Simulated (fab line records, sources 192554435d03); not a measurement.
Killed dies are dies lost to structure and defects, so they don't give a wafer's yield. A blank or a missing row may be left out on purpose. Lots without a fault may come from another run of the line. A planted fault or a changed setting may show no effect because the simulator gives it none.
Chamber matching | flow n5_finfet | N5_BEOL_M14_ETCH_68 on rie_diel-04: 4 sister chambers
The step etches SOC in N2/H2, time 450 s. 8 wafers are shown with their chamber, then 8 later ones without.

WAFERS WITH THEIR CHAMBER
wafer  | chamber | drypump_motor_current_A (A) | showerhead_plenum_p_Torr (Torr)
L087.5 | 1       | 5.8                         | 2.56
L087.6 | 3       | 4.9                         | 2.42
L094.1 | 0       | 6.0                         | 2.64
L094.6 | 2       | 4.9                         | 2.60
L092.4 | 1       | 5.8                         | 2.56
L092.5 | 3       | 4.8                         | 2.41
L092.6 | 2       | 4.9                         | 2.60
L096.1 | 0       | 6.0                         | 2.64

WAFERS WITHOUT THEIR CHAMBER
wafer  | drypump_motor_current_A (A) | showerhead_plenum_p_Torr (Torr)
L096.2 | 4.9                         | 2.60
L096.3 | 5.8                         | 2.55
L096.4 | 4.9                         | 2.41
L096.5 | 5.8                         | 2.55
L096.6 | 6.0                         | 2.64
L097.3 | 5.8                         | 2.55
L097.4 | 4.9                         | 2.60
L097.6 | 6.1                         | 2.64

WHICH CHAMBER EACH WENT THROUGH
wafer  | from the rows above | in truth
L096.2 | 2                   | 2
L096.3 | 1                   | 1
L096.4 | 3                   | 3
L096.5 | 1                   | 1
L096.6 | 0                   | 0
L097.3 | 1                   | 1
L097.4 | 2                   | 2
L097.6 | 0                   | 0
Placed correctly: 8 of 8. Can't be placed from these rows: 0. Placed wrongly: 0.
How it was worked out, from the rows above alone: a wafer's distance from a chamber is the root of the sum, over the readings, of the square of ((its reading less the chamber's mean) divided by the reading's scatter). The wafer belongs to the nearest chamber; if the next one is less than 2 further off, it can't be placed. A chamber's mean is the mean of its shown wafers. The scatter: the root of (the sum of the squares of (reading less its chamber's mean) over the shown wafers, divided by (wafers less chambers)).
